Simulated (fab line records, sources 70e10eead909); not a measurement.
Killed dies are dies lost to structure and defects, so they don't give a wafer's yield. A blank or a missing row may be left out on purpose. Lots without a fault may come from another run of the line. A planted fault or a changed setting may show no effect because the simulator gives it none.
Which tool did it? | flow nand_harc | 12 lots, 36 wafers sampled, at 7 steps of a route of 1302

WHAT THE GAUGES READ, wafer by wafer
NHARC_P_BONDPAD_INSPECT_23. Usual: raw_defect_count 312, standard deviation 110.
lot  | measured     | on                | raw_defect_count | flag
L299 | day 7 02:32  | defect_inspect-01 | 345 252 367      |
L300 | day 7 12:35  | defect_inspect-02 | 203 189 178      |
L304 | day 8 13:39  | defect_inspect-01 | 357 239 285      |
L303 | day 8 14:14  | defect_inspect-02 | 232 240 231      |
L307 | day 10 04:49 | defect_inspect-02 | 279 356 188      |
L308 | day 10 09:23 | defect_inspect-01 | 253 346 418      |
L310 | day 11 12:47 | defect_inspect-01 | 292 414 453      |
L311 | day 12 00:20 | defect_inspect-02 | 254 205 143      |
L314 | day 12 21:48 | defect_inspect-02 | 229 343 256      |
L320 | day 15 14:28 | defect_inspect-01 | 232 221 268      |
L321 | day 16 05:58 | defect_inspect-02 | 544 371 254      |
L322 | day 16 13:34 | defect_inspect-02 | 551 835 511      |

NHARC_A_ZERO_WELL_INSPECT_17. Usual: raw_defect_count 10, standard deviation 4.9.
lot  | measured     | on                | raw_defect_count | flag
L299 | day 7 05:19  | defect_inspect-02 | 20 11 4          |
L300 | day 7 15:17  | defect_inspect-01 | 9 12 8           |
L304 | day 8 16:25  | defect_inspect-01 | 16 20 6          |
L303 | day 8 17:05  | defect_inspect-01 | 4 9 10           |
L307 | day 10 07:29 | defect_inspect-02 | 2 6 4            |
L308 | day 10 12:10 | defect_inspect-01 | 6 11 13          |
L310 | day 11 15:44 | defect_inspect-02 | 13 7 14          |
L311 | day 12 03:05 | defect_inspect-01 | 18 264 19        | OFF
L314 | day 13 00:38 | defect_inspect-01 | 4 8 3            |
L320 | day 15 17:16 | defect_inspect-02 | 18 13 15         |
L321 | day 16 08:49 | defect_inspect-02 | 13 12 14         |
L322 | day 16 16:20 | defect_inspect-02 | 16 11 15         |

NHARC_A_SOURCE_PLATE_INSPECT_08. Usual: raw_defect_count 59, standard deviation 25.
lot  | measured     | on                | raw_defect_count | flag
L299 | day 8 01:12  | defect_inspect-02 | 83 78 56         |
L300 | day 8 11:33  | defect_inspect-02 | 88 33 48         |
L304 | day 9 13:31  | defect_inspect-02 | 43 50 40         |
L303 | day 9 13:31  | defect_inspect-01 | 75 45 63         |
L307 | day 11 02:49 | defect_inspect-01 | 24 33 52         |
L308 | day 11 08:47 | defect_inspect-02 | 31 34 33         |
L310 | day 12 11:43 | defect_inspect-01 | 89 113 65        |
L311 | day 13 00:08 | defect_inspect-02 | 68 359 60        | OFF
L314 | day 13 19:31 | defect_inspect-01 | 109 72 53        |
L320 | day 16 14:03 | defect_inspect-02 | 72 83 36         |
L321 | day 17 04:42 | defect_inspect-01 | 57 65 39         |
L322 | day 17 13:23 | defect_inspect-01 | 69 112 73        |

NHARC_A_ONON_D1_THK_MEAS_05: measures by ellipsometry. Usual: thk_nm 1002 nm, standard deviation 9.1.
lot  | measured     | on            | thk_nm (nm)    | flag
L299 | day 8 02:20  | film_metro-01 | 998 997 995    |
L300 | day 8 12:42  | film_metro-01 | 1004 1003 1001 |
L304 | day 9 14:39  | film_metro-02 | 1000 998 998   |
L303 | day 9 14:39  | film_metro-01 | 1014 1014 1016 |
L307 | day 11 03:57 | film_metro-02 | 1004 1006 1007 |
L308 | day 11 09:58 | film_metro-02 | 1008 1007 1008 |
L310 | day 12 12:52 | film_metro-01 | 999 997 1001   |
L311 | day 13 01:16 | film_metro-01 | 1014 1015 1015 |
L314 | day 13 20:39 | film_metro-02 | 1019 1019 1021 |
L320 | day 16 15:12 | film_metro-01 | 999 996 997    |
L321 | day 17 05:51 | film_metro-02 | 986 984 986    |
L322 | day 17 14:32 | film_metro-01 | 1005 1004 1004 |

NHARC_END_SORT_01. Usual: killed_at_array 61, standard deviation 20; killed_at_other 0.9, standard deviation 1.1; killed_at_periphery 3.7, standard deviation 2.5; killed_dies 65, standard deviation 21; killed_open 3.3, standard deviation 1.8; killed_short 2.3, standard deviation 1.5.
lot  | measured     | on        | killed_at_array | killed_at_other | killed_at_periphery | killed_dies | killed_open | killed_short | flag
L311 | day 29 18:00 | prober-01 | 21 103 21       | 1 1 2           | 10 3 6              | 32 107 29   | 4 3 2       | 3 2 0        |
L314 | day 31 11:20 | prober-01 | 61 66 57        | 1 0 0           | 1 2 4               | 63 68 61    | 5 6 3       | 3 4 1        |

WHICH TOOL RAN EACH LOT (tool, then ch and the chambers of the sampled wafers, then the start)
lot  | NHARC_P_BONDPAD_DEGAS_25     | NHARC_A_ZERO_WELL_PRECLEAN_00
L299 | pvd_sputter-02, day 7 00:55  | wet_bench-02 ch 0,1,7, day 7 03:07
L300 | pvd_sputter-03, day 7 10:58  | wet_bench-02 ch 1,2,4, day 7 13:10
L304 | pvd_sputter-01, day 8 12:00  | wet_bench-04 ch 3,6,7, day 8 14:11
L303 | pvd_sputter-03, day 8 12:34  | wet_bench-04 ch 1,3,6, day 8 14:47
L307 | pvd_sputter-01, day 10 03:12 | wet_bench-02 ch 1,5,7, day 10 05:22
L308 | pvd_sputter-03, day 10 07:47 | wet_bench-02 ch 0,1,2, day 10 09:58
L310 | pvd_sputter-01, day 11 11:11 | wet_bench-02 ch 0,1,4, day 11 13:21
L311 | pvd_sputter-02, day 11 22:44 | wet_bench-02 ch 0,1,2, day 12 00:54
L314 | pvd_sputter-03, day 12 20:12 | wet_bench-04 ch 1,2,6, day 12 22:21
L320 | pvd_sputter-01, day 15 12:52 | wet_bench-04 ch 2,3,4, day 15 15:03
L321 | pvd_sputter-02, day 16 04:13 | wet_bench-04 ch 0,1,3, day 16 06:33
L322 | pvd_sputter-01, day 16 11:56 | wet_bench-04 ch 2,3,6, day 16 14:07
- NHARC_P_BONDPAD_DEGAS_25: time 60 s.
- NHARC_A_ZERO_WELL_PRECLEAN_00: cleans in SPM, time 600 s.

WHAT THE TOOLS THEMSELVES READ (means of the sampled wafers that have a number; where no wafer has one, the mark that the record gives instead)
NHARC_P_BONDPAD_DEGAS_25. Usual: heater_power_w 468 W, standard deviation 56.
lot  | tool           | heater_power_w (W) | flag
L299 | pvd_sputter-02 | 451                |
L300 | pvd_sputter-03 | 448                |
L304 | pvd_sputter-01 | 439                |
L303 | pvd_sputter-03 | 448                |
L307 | pvd_sputter-01 | 455                |
L308 | pvd_sputter-03 | 514                |
L310 | pvd_sputter-01 | 413                |
L311 | pvd_sputter-02 | 461                |
L314 | pvd_sputter-03 | 475                |
L320 | pvd_sputter-01 | 465                |
L321 | pvd_sputter-02 | 463                |
L322 | pvd_sputter-01 | 414                |

NHARC_A_ZERO_WELL_PRECLEAN_00. Usual: temp_c 120.00 C, standard deviation 0.13.
lot  | tool         | temp_c (C) | flag
L299 | wet_bench-02 | 120.01     |
L300 | wet_bench-02 | 119.92     |
L304 | wet_bench-04 | 119.94     |
L303 | wet_bench-04 | 120.02     |
L307 | wet_bench-02 | 120.04     |
L308 | wet_bench-02 | 119.86     |
L310 | wet_bench-02 | 119.93     |
L311 | wet_bench-02 | 120.03     |
L314 | wet_bench-04 | 120.03     |
L320 | wet_bench-04 | 119.92     |
L321 | wet_bench-04 | 119.99     |
L322 | wet_bench-04 | 120.08     |

THE ANSWER, worked out from the rows above alone
Rule: a lot is off if the mean of its wafers that have a number lies more than 3 standard deviations from the usual mean. A lot without any number at a reading at which 4 lots or more have one is off too. The other lots that the step has rows for count as sound. The gauges are gone through in route order, then the tools' own readings, and for those a lot's mean is taken as printed above. The first step at which some lot is off is used, and at that step the reading that is off furthest; a lot without a number counts as furthest.
Off: L311, at NHARC_A_ZERO_WELL_INSPECT_17 (raw_defect_count).
A tool fits if, at a process step before that reading, it ran every lot that is off, and no sound lot after the first of them. The gauges at NHARC_A_ZERO_WELL_INSPECT_17 aren't tried: what is off there is off at NHARC_A_SOURCE_PLATE_INSPECT_08 too, on other tools, and a gauge's error can't cause that. One fits: wet_bench-02 at NHARC_A_ZERO_WELL_PRECLEAN_00. Its last sound lot is L310 (day 11 13:21), its first lot that is off L311 (day 12 00:54): a fault that began between those two fits.

WHAT THE SIMULATOR HAD PUT IN
Chamber particle source: wet_bench-02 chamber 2, from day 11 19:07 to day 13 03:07, at NHARC_A_ZERO_WELL_PRECLEAN_00. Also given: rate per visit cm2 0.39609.
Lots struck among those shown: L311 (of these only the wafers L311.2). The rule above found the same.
